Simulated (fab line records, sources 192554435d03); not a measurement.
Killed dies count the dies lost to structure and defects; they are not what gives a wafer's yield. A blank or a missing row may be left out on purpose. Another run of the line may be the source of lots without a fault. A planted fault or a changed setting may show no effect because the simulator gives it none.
fab line records	flow n5-finfet
record lots=14	wafers=42	last-day=19
route steps=1938 shown GATE_CUT@503 MOL_CONTACT_COAG@523
lots that met no fault: from a run of the same line without faults
start-h: the number of hours between the record's first day and the start of the first shown wafer of the lot	wait-h: hours elapsed since this lot's preceding step	" as in the row above	L1.1+2: several wafers, shown together as one row	- no value present, or no start provided	* or withheld: withheld	< > ~ a bound
route shown NAME@n: NAME is a module with steps in the file, n the number in the route of the first one	usual: the fault-free wafers' mean and standard deviation	same: alike in all rows	chamber/n: place in a boat	sites: readings site by site	_std_site: standard deviation across them	_edge_site: inner sites' mean taken away from outer sites' mean	radius-mm: how far each site lies from the wafer's centre	mask NAME#n: copy n	behind: the last tool/chamber to shape the wafer	hold: why the lot was held/for how many hours/how that ended	device: which transistor (n, p or np) failed to switch	end of line: the tests these same wafers got at the end of their route	a step given without rows: its recipe and nothing more	killed: not the wafer's yield, but the dies lost to structure and defects at the first sort	map: dies across one wafer; x = killed, . = not, _ = none there
set.NAME: setting as actually run; set.NAME@STEP: the setting as run at that earlier step	model.NAME: the simulator's own value behind a step, which no gauge read
one table for each step of the route and one row for each wafer, over a sample of lots
services: a tool's chamber out of use, with start hour (start-h, from the record's first day; less than 0 if before it), hours out, and reason
## steps
# step N5_GATE_CUT_ETCH_47
# recipe chemistry=Cl2/BCl3	target=SiO2	target-depth-a=100	pressure-mtorr=10	icp-w=1000	bias-w=126	Cl2_flow_sccm=53.25	bcl3-flow-sccm=21.75	Ar_flow_sccm=25
# usual drypump-motor-current-A=5.4/0.4	oes-product-au=0.72/0.059	throttle-valve-pct=22.93/0.24
lot.wafer	tool	chamber	start-h	wait-h	drypump-motor-current-A	oes-product-au	rf-hours-counter-h	throttle-valve-pct
L612.2	rie-metal-03	0	87.99	0.0	5.2	0.71	73	23.18
L612.5	"	0	"	"	5.2	0.71	-	23.18
L612.6	"	1	"	"	5.1	0.71	-	22.66
L613.2	rie-metal-03	0	91.78	0.0	5.3	0.71	73	23.17
L613.4	"	1	"	"	5.1	0.71	-	22.67
L613.5	"	0	"	"	5.2	0.71	-	23.18
L615.2	rie-metal-02	0	102.43	0.0	5.1	0.67	96	23.15
L615.3	"	1	"	"	6.1	0.86	-	22.87
L615.6	"	1	"	"	6.1	0.84	-	22.89
L616.1	rie-metal-02	1	110.51	0.0	6.1	0.86	16	22.88
L616.2	"	0	"	"	5.1	0.67	97	23.17
L616.6	"	1	"	"	6.1	0.85	-	22.89
L617.1	rie-metal-03	1	113.13	0.0	5.1	0.71	79	22.66
L617.4	"	0	"	"	5.3	0.71	-	23.20
L617.5	"	0	"	"	5.2	0.71	-	23.18
L619.3	rie-metal-02	0	127.73	0.0	5.1	0.67	-	23.16
L619.5	"	1	"	"	6.1	0.86	-	22.89
L619.6	"	0	"	"	5.1	0.67	-	23.16
L624.2	rie-metal-01	1	163.44	0.0	5.4	0.81	36	23.03
L624.5	"	0	"	"	6.1	0.68	-	22.54
L624.6	"	1	"	"	5.4	0.81	-	23.02
L625.4	rie-metal-03	0	164.64	0.0	5.2	0.71	-	23.20
L625.5	"	1	"	"	5.1	0.70	-	22.68
L625.6	"	0	"	"	5.2	0.69	-	23.19
L629.1	rie-metal-02	1	190.62	0.0	6.1	0.83	22	22.88
L629.2	"	0	"	"	5.1	0.67	103	23.18
L629.4	"	0	"	"	5.2	0.67	-	23.17
L630.1	rie-metal-03	1	192.00	0.0	5.1	0.70	87	22.69
L630.3	"	0	"	"	5.2	0.70	-	23.19
L630.5	"	0	"	"	5.2	0.69	-	23.19
L631.3	rie-metal-01	1	198.03	0.0	5.5	0.80	-	23.04
L631.4	"	0	"	"	6.1	0.66	-	22.58
L631.6	"	1	"	"	5.4	0.80	-	23.03
L633.1	rie-metal-03	0	215.49	0.0	5.2	0.69	86	23.21
L633.4	"	1	"	"	5.1	0.69	-	22.69
L633.5	"	1	"	"	5.1	0.69	-	22.71
L634.2	rie-metal-01	1	216.83	0.0	5.4	0.80	41	23.05
L634.3	"	0	"	"	6.1	0.67	-	22.59
L634.6	"	0	"	"	6.1	0.67	-	22.59
L635.3	rie-metal-02	0	221.54	0.1	5.1	0.66	-	23.19
L635.4	"	0	"	"	5.1	0.67	-	23.18
L635.5	"	0	"	"	5.1	0.66	-	23.17
# step N5_GATE_CUT_CMP_43
# recipe material=SiO2	post-cmp-clean=rinse-only
# usual motor-current-A=12.3/1.4
lot.wafer	tool	chamber	start-h	wait-h	motor-current-A
L612.2	cmp-03	2	91.98	0.1	12.9
L612.6	"	1	"	"	11.1
L612.5	"	2	"	"	12.6
L613.4	cmp-03	1	94.01	0.1	10.7
L613.2	"	2	"	"	13.7
L613.5	"	1	"	"	11.0
L615.2	cmp-02	2	104.56	0.0	12.0
L615.3	"	1	"	"	12.8
L615.6	"	2	"	"	12.5
L616.2	cmp-03	3	112.66	0.0	11.6
L616.1	"	2	"	"	12.9
L616.6	"	0	"	"	14.2
L617.4	cmp-04	3	115.32	0.1	12.4
L617.1	"	0	"	"	10.4
L617.5	"	3	"	"	12.1
L619.3	cmp-02	3	130.15	0.3	14.2
L619.6	"	0	"	"	12.4
L619.5	"	1	"	"	12.5
L624.2	cmp-04	1	165.63	0.1	13.2
L624.5	"	0	"	"	10.3
L624.6	"	1	"	"	14.3
L625.4	cmp-04	1	166.81	0.1	13.3
L625.5	"	0	"	"	10.0
L625.6	"	1	"	"	14.0
L629.4	cmp-03	1	193.85	0.1	10.9
L629.2	"	2	"	"	13.1
L629.1	"	3	"	"	11.3
L630.3	cmp-04	1	194.21	0.1	13.9
L630.1	"	2	"	"	11.4
L630.5	"	0	"	"	10.7
L631.3	cmp-04	0	200.22	0.1	9.7
L631.4	"	2	"	"	11.2
L631.6	"	0	"	"	9.6
L633.1	cmp-02	1	217.81	0.0	12.3
L633.4	"	3	"	"	13.9
L633.5	"	1	"	"	12.7
L634.2	cmp-04	2	219.10	0.2	12.2
L634.3	"	3	"	"	12.1
L634.6	"	1	"	"	13.8
L635.4	cmp-02	2	223.84	0.0	11.7
L635.3	"	0	"	"	14.1
L635.5	"	3	"	"	14.7
# step N5_MOL_CONTACT_COAG_EXPOSE_05
# recipe mask-id=CA	na=0.33	source-shape=annular	sigma-inner=0.4	sigma-outer=0.8	polarization=unpolarized	defocus-nm=0	dose-mj=38.25
# usual exposure-dose-mJ-cm2=38.22/0.072	focus-offset-nm=0.1/0.56
lot.wafer	tool	chamber	start-h	wait-h	mask	exposure-dose-mJ-cm2	focus-offset-nm
L612.2	euv-scanner-02	0	92.91	-	CA#0	38.27	1.0
L612.5	"	0	"	"	CA#0	38.26	0.2
L612.6	"	0	"	"	CA#0	38.28	0.7
L613.2	euv-scanner-02	0	94.82	-	CA#0	38.31	1.0
L613.4	"	0	"	"	CA#0	38.24	1.1
L613.5	"	0	"	"	CA#0	38.27	0.9
L615.2	euv-scanner-01	0	105.44	-	CA#0	38.16	-0.3
L615.3	"	0	"	"	CA#0	38.13	0.1
L615.6	"	0	"	"	CA#0	38.14	-0.5
L616.1	euv-scanner-02	0	113.66	-	CA#0	38.22	-0.2
L616.2	"	0	"	"	CA#0	38.26	0.1
L616.6	"	0	"	"	CA#0	38.24	0.5
L617.1	euv-scanner-02	0	116.12	-	CA#0	38.30	-1.8
L617.4	"	0	"	"	CA#0	38.30	-0.2
L617.5	"	0	"	"	CA#0	38.28	-0.3
L619.3	euv-scanner-01	0	130.93	-	CA#0	38.15	0.6
L619.5	"	0	"	"	CA#0	38.17	0.3
L619.6	"	0	"	"	CA#0	38.15	0.2
L624.2	euv-scanner-01	-	166.56	-	CA#0	-	-
L624.5	"	-	"	"	CA#0	-	-
L624.6	"	-	"	"	CA#0	-	-
L625.4	euv-scanner-02	-	167.76	-	CA#0	-	-
L625.5	"	-	"	"	CA#0	-	-
L625.6	"	-	"	"	CA#0	-	-
L629.1	euv-scanner-01	0	194.65	-	CA#0	38.14	0.4
L629.2	"	0	"	"	CA#0	38.08	-0.6
L629.4	"	0	"	"	CA#0	38.12	0.3
L630.1	euv-scanner-02	0	195.14	-	CA#0	38.19	0.3
L630.3	"	0	"	"	CA#0	38.22	0.9
L630.5	"	0	"	"	CA#0	38.27	0.0
L631.3	euv-scanner-02	0	201.03	-	CA#0	38.29	1.0
L631.4	"	0	"	"	CA#0	38.29	0.7
L631.6	"	0	"	"	CA#0	38.27	0.3
L633.1	euv-scanner-02	0	218.69	-	CA#0	38.32	1.0
L633.4	"	0	"	"	CA#0	38.31	0.3
L633.5	"	0	"	"	CA#0	38.30	0.7
L634.2	euv-scanner-02	0	219.83	-	CA#0	38.21	-0.2
L634.3	"	0	"	"	CA#0	38.16	-0.2
L634.6	"	0	"	"	CA#0	38.30	-0.9
L635.3	euv-scanner-01	0	224.86	-	CA#0	38.15	0.8
L635.4	"	0	"	"	CA#0	38.19	0.7
L635.5	"	0	"	"	CA#0	38.16	0.8
# step N5_MOL_CONTACT_COAG_CD_MEAS_08
# recipe target-cd-nm=28	landing-energy-ev=500	detector=se-inlens	polarity=opening
# usual cd-nm=28.10/0.26
lot.wafer	tool	chamber	start-h	wait-h	cd-nm
L612.2	cd-sem-03	0	93.03	-	28.17
L612.5	"	0	"	"	27.93
L612.6	"	0	"	"	27.94
L613.2	cd-sem-03	0	94.94	-	28.54
L613.4	"	0	"	"	28.17
L613.5	"	0	"	"	28.18
L615.2	cd-sem-03	0	105.57	-	27.97
L615.3	"	0	"	"	28.09
L615.6	"	0	"	"	28.06
L616.1	cd-sem-02	0	113.79	-	28.09
L616.2	"	0	"	"	27.49
L616.6	"	0	"	"	28.11
L617.1	cd-sem-01	0	116.25	-	27.60
L617.4	"	0	"	"	27.74
L617.5	"	0	"	"	28.35
L619.3	cd-sem-01	0	131.05	-	28.33
L619.5	"	0	"	"	27.74
L619.6	"	0	"	"	27.59
L624.2	cd-sem-01	0	166.68	-	-
L624.5	"	0	"	"	-
L624.6	"	0	"	"	-
L625.4	cd-sem-01	0	167.87	-	-
L625.5	"	0	"	"	-
L625.6	"	0	"	"	-
L629.1	cd-sem-01	0	194.78	-	28.26
L629.2	"	0	"	"	28.45
L629.4	"	0	"	"	28.28
L630.1	cd-sem-01	0	195.26	-	28.05
L630.3	"	0	"	"	27.78
L630.5	"	0	"	"	27.80
L631.3	cd-sem-02	0	201.15	-	28.10
L631.4	"	0	"	"	28.40
L631.6	"	0	"	"	28.26
L633.1	cd-sem-02	0	218.82	-	27.99
L633.4	"	0	"	"	28.18
L633.5	"	0	"	"	28.17
L634.2	cd-sem-01	0	219.95	-	28.24
L634.3	"	0	"	"	27.87
L634.6	"	0	"	"	27.95
L635.3	cd-sem-02	0	224.98	-	28.19
L635.4	"	0	"	"	27.85
L635.5	"	0	"	"	28.13
## services
tool	chamber	start-h	hours	kind
euv-scanner-01	-	72.55	1.2	repair
euv-scanner-01	-	75.52	1.0	pm
cmp-03	-	81.09	2.1	repair
euv-scanner-02	-	97.97	9.7	repair
cmp-02	-	102.04	0.2	repair
euv-scanner-02	-	108.63	1.0	pm
euv-scanner-01	-	109.81	4.6	pm
cmp-04	-	112.66	1.5	repair
euv-scanner-01	-	115.36	0.7	repair
euv-scanner-01	-	122.95	0.6	repair
euv-scanner-01	-	124.22	3.0	repair
euv-scanner-01	-	131.67	1.0	pm
rie-metal-02	-	138.03	1.4	pm
euv-scanner-02	-	164.78	1.0	pm
cmp-04	-	172.74	4.0	pm
rie-metal-02	-	175.96	1.2	repair
euv-scanner-02	-	176.37	1.6	repair
euv-scanner-02	-	185.36	4.6	pm
cmp-04	-	189.57	3.7	pm
euv-scanner-01	-	189.96	1.0	pm
euv-scanner-01	-	196.49	12.0	pm
rie-metal-02	-	206.38	0.5	repair
rie-metal-02	1	218.44	21.5	repair
euv-scanner-02	-	220.93	1.0	pm
## key
first-sign step=N5_MOL_CONTACT_COAG_EXPOSE_05	reading=tool-record	direction=missing
effect none on later readings
met-at N5_MOL_CONTACT_COAG_EXPOSE_05
struck-lots L624,L625
later-rows-left-out L624.2,L624.5,L624.6,L625.4,L625.5,L625.6
sort-left-out L624.2,L624.5,L624.6,L625.4,L625.5,L625.6
not-acting-at N5_GATE_CUT_ETCH_47,N5_GATE_CUT_CMP_43,N5_MOL_CONTACT_COAG_CD_MEAS_08
onset-between 130.93 166.56
fault kind=skipped-step-whole	tool=euv-scanner-01,euv-scanner-02	chamber=-	onset-h=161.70	steps=N5_MOL_CONTACT_COAG_EXPOSE_05	scope=struck-lots-only
# sort-left-out: the simulated sort isn't trusted on such a fault, so these wafers' sort isn't shown, and their yield isn't known
# later-rows-left-out: the simulator's readings of these wafers behind a module that went badly wrong aren't trusted and aren't shown, but for the sort
